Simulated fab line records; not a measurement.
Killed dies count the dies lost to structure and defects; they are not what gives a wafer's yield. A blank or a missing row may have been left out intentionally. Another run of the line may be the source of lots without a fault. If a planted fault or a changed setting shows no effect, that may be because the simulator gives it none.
Matching of chambers :: flow nand_harc :: cmp-01 running NHARC_A_STAIRCASE_CMP_450: 4 sister chambers
The step polishes SiO2, target thk 200 nm. 22 wafers are shown with their chamber, then 11 later ones without.

== EACH WAFER AND ITS CHAMBER ==
wafer: L077.3
chamber: 2
motor_current_A (A): 13.5

wafer: L077.4
chamber: 0
motor_current_A (A): 15.5

wafer: L077.6
chamber: 1
motor_current_A (A): 11.8

wafer: L079.2
chamber: 1
motor_current_A (A): 11.6

wafer: L079.3
chamber: 2
motor_current_A (A): 13.5

wafer: L079.5
chamber: 1
motor_current_A (A): 12.1

wafer: L084.1
chamber: 2
motor_current_A (A): 13.2

wafer: L084.4
chamber: 0
motor_current_A (A): 14.2

wafer: L084.6
chamber: 0
motor_current_A (A): 15.0

wafer: L083.2
chamber: 0
motor_current_A (A): 14.9

wafer: L083.4
chamber: 3
motor_current_A (A): 11.3

wafer: L083.5
chamber: 3
motor_current_A (A): 11.1

wafer: L086.1
chamber: 1
motor_current_A (A): 12.1

wafer: L086.2
chamber: 2
motor_current_A (A): 13.6

wafer: L086.4
chamber: 3
motor_current_A (A): 10.8

wafer: L089.1
chamber: 2
motor_current_A (A): 12.8

wafer: L089.4
chamber: 0
motor_current_A (A): 14.7

wafer: L089.5
chamber: 2
motor_current_A (A): 13.0

wafer: L085.1
chamber: 3
motor_current_A (A): 11.0

wafer: L085.3
chamber: 1
motor_current_A (A): 12.1

wafer: L085.6
chamber: 3
motor_current_A (A): 10.3

wafer: L092.2
chamber: 1
motor_current_A (A): 12.2

SIGNATURES (means of the wafers above)
reading: motor_current_A
chamber 0: 14.860
chamber 1: 11.983
chamber 2: 13.267
chamber 3: 10.900
scatter within a chamber: 0.354
Rule: a wafer lies at a distance from a chamber equal to the root of the sum of squares, over the readings, of (its reading less the chamber's mean, divided by the reading's scatter). If the next closest chamber is less than 2 further off than the closest, the wafer can't be placed; otherwise it belongs to the closest. The scatter: take each reading less its chamber's mean, square it, sum over the shown wafers, divide by the number of wafers less the number of chambers, and take the root.

== WAFERS WHOSE CHAMBER IS MISSING ==
wafer: L092.3
motor_current_A (A): 11.2

wafer: L092.6
motor_current_A (A): 14.8

wafer: L094.4
motor_current_A (A): 11.8

wafer: L094.5
motor_current_A (A): 13.7

wafer: L094.6
motor_current_A (A): 11.3

wafer: L095.2
motor_current_A (A): 13.1

wafer: L095.5
motor_current_A (A): 13.1

wafer: L095.6
motor_current_A (A): 12.0

wafer: L097.3
motor_current_A (A): 11.8

wafer: L097.4
motor_current_A (A): 14.6

wafer: L097.6
motor_current_A (A): 14.4

== CHAMBER TAKEN BY EACH ==
wafer: L092.3
from the rows above: can't be placed: 3 or 1
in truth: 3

wafer: L092.6
from the rows above: 0
in truth: 0

wafer: L094.4
from the rows above: 1
in truth: 1

wafer: L094.5
from the rows above: 2
in truth: 2

wafer: L094.6
from the rows above: can't be placed: 3 or 1
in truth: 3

wafer: L095.2
from the rows above: 2
in truth: 2

wafer: L095.5
from the rows above: 2
in truth: 2

wafer: L095.6
from the rows above: 1
in truth: 1

wafer: L097.3
from the rows above: 1
in truth: 1

wafer: L097.4
from the rows above: 0
in truth: 0

wafer: L097.6
from the rows above: can't be placed: 0 or 2
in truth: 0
Placed correctly: 8 of 11. Unplaceable from these rows: 3, with the true chamber sitting among the candidates in 3. 0 placed wrongly.
